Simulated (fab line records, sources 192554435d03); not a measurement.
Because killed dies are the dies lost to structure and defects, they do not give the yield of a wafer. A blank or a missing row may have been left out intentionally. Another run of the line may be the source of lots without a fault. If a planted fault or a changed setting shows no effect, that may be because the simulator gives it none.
The tool behind it: which one? | flow n5 finfet | Sampling: 24 lots, 72 wafers, 6 of 1938 route steps

== WHAT THE GAUGES READ, wafer by wafer ==
N5_BEOL_M1_CD_MEAS_28: target cd y 23.3 nm.
lot  | measured     | on        | cd nm (nm)
L074 | day 6 01:32  | cd sem-01 | 23.81 24.10 24.04
L075 | day 6 13:14  | cd sem-03 | 24.44 24.42 24.50
L076 | day 6 17:38  | cd sem-03 | 24.28 24.25 24.49
L077 | day 7 02:25  | cd sem-01 | 24.35 24.67 24.50
L078 | day 7 06:13  | cd sem-01 | 24.05 24.35 24.01
L079 | day 7 14:35  | cd sem-01 | 24.36 24.28 24.18
L080 | day 7 21:46  | cd sem-02 | 23.93 23.85 23.97
L081 | day 8 02:17  | cd sem-01 | 23.97 23.87 23.98
L082 | day 8 02:37  | cd sem-03 | 23.97 24.11 23.70
L083 | day 8 09:32  | cd sem-03 | 24.39 24.20 24.10
L084 | day 8 18:55  | cd sem-01 | 23.97 24.01 24.16
L085 | day 9 01:22  | cd sem-03 | 24.08 23.90 23.49
L086 | day 9 06:18  | cd sem-01 | 24.25 23.85 23.82
L087 | day 9 11:01  | cd sem-02 | 24.14 23.58 24.50
L088 | day 9 16:10  | cd sem-01 | 24.25 24.35 24.28
L089 | day 9 19:25  | cd sem-03 | 24.22 23.75 23.91
L090 | day 10 02:46 | cd sem-02 | 24.27 23.94 23.97
L093 | day 10 19:31 | cd sem-03 | 23.90 23.81 23.67
L091 | day 10 22:49 | cd sem-02 | 24.34 24.52 24.27
L094 | day 11 05:28 | cd sem-02 | 24.45 23.99 23.92
L092 | day 11 07:43 | cd sem-01 | 23.97 23.68 23.54
L095 | day 11 11:28 | cd sem-01 | 24.25 24.16 24.06
L096 | day 11 15:43 | cd sem-02 | 23.98 24.65 23.88
L097 | day 11 23:56 | cd sem-03 | 24.46 23.71 24.56

== TOOL THAT RAN EACH LOT (tool first, then ch and the chambers of the sampled wafers, then the start) ==
lot  | N5_BEOL_M0_ETCH_109                | N5_BEOL_M0_PRE_CLEAN_113     | N5_BEOL_M0_SPUTTER_132       | N5_BEOL_M0_ANNEAL_133        | N5_BEOL_M0_DEP_125
L074 | rie diel-01 ch 2,3, day 5 20:48    | pvd sputter-03, day 5 21:22  | pvd sputter-02, day 5 22:05  | pvd sputter-02, day 5 22:10  | pecvd-01 ch 1,2, day 5 23:40
L075 | rie diel-02 ch 2,3, day 6 05:04    | pvd sputter-03, day 6 06:38  | pvd sputter-03, day 6 07:15  | pvd sputter-03, day 6 07:20  | pecvd-03 ch 0,1, day 6 08:32
L076 | rie diel-04 ch 1,2, day 6 11:05    | pvd sputter-01, day 6 11:38  | pvd sputter-02, day 6 12:42  | pvd sputter-02, day 6 12:47  | pecvd-04 ch 0,2, day 6 14:03
L077 | rie diel-04 ch 0,1,2, day 6 20:40  | pvd sputter-02, day 6 20:53  | pvd sputter-03, day 6 23:17  | pvd sputter-03, day 6 23:22  | pecvd-04 ch 0,1, day 7 00:31
L078 | rie diel-01 ch 0,2,3, day 7 00:23  | pvd sputter-01, day 7 01:07  | pvd sputter-01, day 7 01:43  | pvd sputter-01, day 7 01:48  | pecvd-01 ch 0,1,2, day 7 02:57
L079 | rie diel-01 ch 0,3, day 7 07:44    | pvd sputter-01, day 7 08:37  | pvd sputter-01, day 7 09:18  | pvd sputter-01, day 7 09:23  | pecvd-04 ch 0,1, day 7 10:56
L080 | rie diel-02 ch 0,1,3, day 7 14:45  | pvd sputter-03, day 7 15:01  | pvd sputter-01, day 7 16:41  | pvd sputter-01, day 7 16:46  | pecvd-03 ch 0,1,2, day 7 17:55
L081 | rie diel-02 ch 0,3, day 7 17:45    | pvd sputter-02, day 7 18:52  | pvd sputter-03, day 7 20:39  | pvd sputter-03, day 7 20:44  | pecvd-01 ch 0,2, day 7 21:55
L082 | rie diel-04 ch 0,1,2, day 7 21:01  | pvd sputter-03, day 7 21:23  | pvd sputter-02, day 7 22:11  | pvd sputter-02, day 7 22:16  | pecvd-03 ch 0,1,2, day 7 23:26
L083 | rie diel-04 ch 0,1, day 8 01:47    | pvd sputter-03, day 8 02:21  | pvd sputter-02, day 8 05:55  | pvd sputter-02, day 8 06:00  | pecvd-04 ch 0,2, day 8 07:10
L084 | rie diel-01 ch 0,2,3, day 8 12:03  | pvd sputter-01, day 8 12:47  | pvd sputter-01, day 8 14:01  | pvd sputter-01, day 8 14:06  | pecvd-03 ch 1,2, day 8 15:14
L085 | rie diel-01 ch 0,1,2, day 8 17:20  | pvd sputter-03, day 8 18:07  | pvd sputter-02, day 8 20:06  | pvd sputter-02, day 8 20:11  | pecvd-04 ch 1,2, day 8 21:20
L086 | rie diel-04 ch 0,2,3, day 9 00:28  | pvd sputter-01, day 9 01:14  | pvd sputter-03, day 9 01:58  | pvd sputter-03, day 9 02:02  | pecvd-01 ch 0,1,2, day 9 03:14
L087 | rie diel-04 ch 1,2, day 9 05:22    | pvd sputter-03, day 9 06:21  | pvd sputter-03, day 9 07:20  | pvd sputter-03, day 9 07:25  | pecvd-03 ch 0,1,2, day 9 08:36
L088 | rie diel-01 ch 1,3, day 9 11:30    | pvd sputter-01, day 9 12:11  | pvd sputter-01, day 9 13:03  | pvd sputter-01, day 9 13:08  | pecvd-03 ch 0, day 9 14:17
L089 | rie diel-01 ch 0,1,2, day 9 14:05  | pvd sputter-03, day 9 14:38  | pvd sputter-01, day 9 15:20  | pvd sputter-01, day 9 15:25  | pecvd-04 ch 0,1,2, day 9 16:33
L090 | rie diel-04 ch 1,2, day 9 18:29    | pvd sputter-03, day 9 21:31  | pvd sputter-01, day 9 22:19  | pvd sputter-01, day 9 22:23  | pecvd-01 ch 0,2, day 10 00:30
L093 | rie diel-04 ch 0,3, day 10 14:12   | pvd sputter-01, day 10 14:56 | pvd sputter-01, day 10 15:33 | pvd sputter-01, day 10 15:38 | pecvd-01 ch 0,1, day 10 17:00
L091 | rie diel-02 ch 1,2, day 10 15:11   | pvd sputter-01, day 10 16:08 | pvd sputter-02, day 10 17:55 | pvd sputter-02, day 10 17:59 | pecvd-01 ch 0,1, day 10 19:11
L094 | rie diel-01 ch 0,1,3, day 10 22:04 | pvd sputter-03, day 10 22:52 | pvd sputter-02, day 11 00:57 | pvd sputter-02, day 11 01:02 | pecvd-01 ch 0,1, day 11 02:35
L092 | rie diel-02 ch 0,2, day 11 01:14   | pvd sputter-02, day 11 01:34 | pvd sputter-02, day 11 03:55 | pvd sputter-02, day 11 04:00 | pecvd-01 ch 0,2, day 11 05:41
L095 | rie diel-01 ch 0,2, day 11 04:19   | pvd sputter-02, day 11 05:00 | pvd sputter-03, day 11 05:41 | pvd sputter-03, day 11 05:46 | pecvd-03 ch 1,2, day 11 07:14
L096 | rie diel-01 ch 0,1,2, day 11 10:22 | pvd sputter-03, day 11 10:52 | pvd sputter-02, day 11 11:31 | pvd sputter-02, day 11 11:36 | pecvd-01 ch 0,1, day 11 12:46
L097 | rie diel-01 ch 1,2,3, day 11 16:33 | pvd sputter-01, day 11 17:32 | pvd sputter-01, day 11 18:35 | pvd sputter-01, day 11 18:40 | pecvd-01 ch 0,1, day 11 19:49
- N5_BEOL_M0_ETCH_109: etches SiCN in CH3F/O2, target depth 8 nm, overetch 2.4 nm, time 27.4 s.
- N5_BEOL_M0_PRE_CLEAN_113: time 30 s.
- N5_BEOL_M0_SPUTTER_132: material Cu, target thk 4 nm, time 7.37 s.
- N5_BEOL_M0_ANNEAL_133: time 60 s.
- N5_BEOL_M0_DEP_125: deposits SiCN from 3MS/NH3, target thk 8 nm, time 14 s.

== AS READ BY THE TOOLS THEMSELVES (means over the sampled wafers that have a number; for cases with no such wafer, the mark the record gives instead) ==
N5_BEOL_M0_ETCH_109.
lot  | tool        | drypump motor current A (A) | oes product au (a.u.) | rf vpp V (V) | showerhead plenum p Torr (Torr) | throttle valve pct (%)
L074 | rie diel-01 | 5.8                         | 0.69                  | 296.4        | 1.99                            | 16.24
L075 | rie diel-02 | 5.8                         | 0.70                  | 298.3        | 2.05                            | 16.12
L076 | rie diel-04 | 4.9                         | 0.75                  | 297.1        | 2.00                            | 16.07
L077 | rie diel-04 | 5.4                         | 0.73                  | 296.8        | 1.98                            | 16.15
L078 | rie diel-01 | 6.0                         | 0.71                  | 295.8        | 1.97                            | 16.27
L079 | rie diel-01 | 6.2                         | 0.69                  | 295.7        | 1.94                            | 16.26
L080 | rie diel-02 | 5.8                         | 0.64                  | 297.4        | 2.01                            | 16.30
L081 | rie diel-02 | 5.4                         | 0.63                  | 297.7        | 2.03                            | 16.32
L082 | rie diel-04 | 5.4                         | 0.73                  | 296.2        | 1.97                            | 16.17
L083 | rie diel-04 | 5.9                         | 0.73                  | 295.6        | 1.95                            | 16.24
L084 | rie diel-01 | 6.0                         | 0.68                  | 296.7        | 1.97                            | 16.28
L085 | rie diel-01 | 5.6                         | 0.72                  | 298.0        | 2.03                            | 16.24
L086 | rie diel-04 | 5.4                         | 0.73                  | 297.1        | 2.01                            | 16.21
L087 | rie diel-04 | 4.9                         | 0.72                  | 298.0        | 1.99                            | 16.11
L088 | rie diel-01 | 5.4                         | 0.73                  | 298.7        | 2.06                            | 16.18
L089 | rie diel-01 | 5.6                         | 0.70                  | 298.1        | 2.03                            | 16.26
L090 | rie diel-04 | 5.2                         | 0.67                  | 298.0        | 1.95                            | 16.21
L093 | rie diel-04 | 5.9                         | 0.72                  | 297.2        | 1.99                            | 16.32
L091 | rie diel-02 | 6.0                         | 0.66                  | 296.7        | 1.93                            | 16.45
L094 | rie diel-01 | 5.8                         | 0.70                  | 297.1        | 2.00                            | 16.26
L092 | rie diel-02 | 5.4                         | 0.62                  | 297.0        | 1.97                            | 16.47
L095 | rie diel-01 | 6.0                         | 0.66                  | 296.1        | 1.96                            | 16.33
L096 | rie diel-01 | 5.6                         | 0.69                  | 297.8        | 2.02                            | 16.29
L097 | rie diel-01 | 5.6                         | 0.68                  | 298.5        | 2.02                            | 16.29

N5_BEOL_M0_PRE_CLEAN_113.
lot  | tool           | heater power w (W)
L074 | pvd sputter-03 | 334
L075 | pvd sputter-03 | 341
L076 | pvd sputter-01 | 336
L077 | pvd sputter-02 | 335
L078 | pvd sputter-01 | 334
L079 | pvd sputter-01 | 322
L080 | pvd sputter-03 | 337
L081 | pvd sputter-02 | 324
L082 | pvd sputter-03 | 345
L083 | pvd sputter-03 | 374
L084 | pvd sputter-01 | 317
L085 | pvd sputter-03 | 325
L086 | pvd sputter-01 | 342
L087 | pvd sputter-03 | 346
L088 | pvd sputter-01 | 334
L089 | pvd sputter-03 | 343
L090 | pvd sputter-03 | 352
L093 | pvd sputter-01 | 321
L091 | pvd sputter-01 | 327
L094 | pvd sputter-03 | 350
L092 | pvd sputter-02 | 326
L095 | pvd sputter-02 | 313
L096 | pvd sputter-03 | 351
L097 | pvd sputter-01 | 337

N5_BEOL_M0_SPUTTER_132.
lot  | tool           | throttle valve pct (%)
L074 | pvd sputter-02 | 30.5
L075 | pvd sputter-03 | 29.1
L076 | pvd sputter-02 | 31.0
L077 | pvd sputter-03 | 29.6
L078 | pvd sputter-01 | 30.3
L079 | pvd sputter-01 | 29.8
L080 | pvd sputter-01 | 30.2
L081 | pvd sputter-03 | 29.9
L082 | pvd sputter-02 | 30.1
L083 | pvd sputter-02 | 31.4
L084 | pvd sputter-01 | 29.4
L085 | pvd sputter-02 | 30.6
L086 | pvd sputter-03 | 29.3
L087 | pvd sputter-03 | 29.7
L088 | pvd sputter-01 | 30.6
L089 | pvd sputter-01 | 30.5
L090 | pvd sputter-01 | 29.7
L093 | pvd sputter-01 | 30.3
L091 | pvd sputter-02 | 30.4
L094 | pvd sputter-02 | 30.5
L092 | pvd sputter-02 | 31.2
L095 | pvd sputter-03 | 29.4
L096 | pvd sputter-02 | 30.7
L097 | pvd sputter-01 | 30.0

N5_BEOL_M0_ANNEAL_133.
lot  | tool           | heater power w (W)
L074 | pvd sputter-02 | 806
L075 | pvd sputter-03 | 820
L076 | pvd sputter-02 | 791
L077 | pvd sputter-03 | 943
L078 | pvd sputter-01 | 813
L079 | pvd sputter-01 | 809
L080 | pvd sputter-01 | 808
L081 | pvd sputter-03 | 833
L082 | pvd sputter-02 | 795
L083 | pvd sputter-02 | 800
L084 | pvd sputter-01 | 782
L085 | pvd sputter-02 | 810
L086 | pvd sputter-03 | 809
L087 | pvd sputter-03 | 884
L088 | pvd sputter-01 | 854
L089 | pvd sputter-01 | 781
L090 | pvd sputter-01 | 828
L093 | pvd sputter-01 | 813
L091 | pvd sputter-02 | 779
L094 | pvd sputter-02 | 816
L092 | pvd sputter-02 | 813
L095 | pvd sputter-03 | 853
L096 | pvd sputter-02 | 736
L097 | pvd sputter-01 | 846

N5_BEOL_M0_DEP_125.
lot  | tool     | showerhead plenum p Torr (Torr) | throttle valve pct (%)
L074 | pecvd-01 | 3.666                           | 9.2
L075 | pecvd-03 | 3.664                           | 8.9
L076 | pecvd-04 | 3.683                           | 8.5
L077 | pecvd-04 | 3.681                           | 8.7
L078 | pecvd-01 | 3.667                           | 8.9
L079 | pecvd-04 | 3.679                           | 9.0
L080 | pecvd-03 | 3.665                           | 9.1
L081 | pecvd-01 | 3.673                           | 8.7
L082 | pecvd-03 | 3.662                           | 9.2
L083 | pecvd-04 | 3.685                           | 8.6
L084 | pecvd-03 | 3.646                           | 9.1
L085 | pecvd-04 | 3.670                           | 8.6
L086 | pecvd-01 | 3.667                           | 9.1
L087 | pecvd-03 | 3.661                           | 9.1
L088 | pecvd-03 | 3.675                           | 8.7
L089 | pecvd-04 | 3.676                           | 8.8
L090 | pecvd-01 | 3.668                           | 8.7
L093 | pecvd-01 | 3.675                           | 9.1
L091 | pecvd-01 | 3.675                           | 9.1
L094 | pecvd-01 | 3.663                           | 9.2
L092 | pecvd-01 | 3.668                           | 8.6
L095 | pecvd-03 | 3.660                           | 8.8
L096 | pecvd-01 | 3.666                           | 9.1
L097 | pecvd-01 | 3.669                           | 9.3

== THE ANSWER, worked out from the rows above alone ==
Rule: the lots themselves supply what counts as usual. The widest of any qualifying gaps counts: lots, ordered by their means at a reading, are off when they make up no more than a third of the lots, leave a main group of 4 or more, and stand apart from it by 3 or more times the standard deviation of that group's means. Not used: any main group whose means are identical at the precision the tables above print for the reading. Also off: a lot with no number at a reading for which 4 or more lots have one. All remaining lots with rows at the step are treated as sound. After the gauges, taken in route order, come the tools' own readings; for these a lot's mean is taken, as printed above. At the first step where some lot is off, the reading lying furthest off is the one used; lots without a number count as furthest.
No lot is off at any reading shown: from this, nothing can be told.

== WHAT THE SIMULATOR HAD PUT IN ==
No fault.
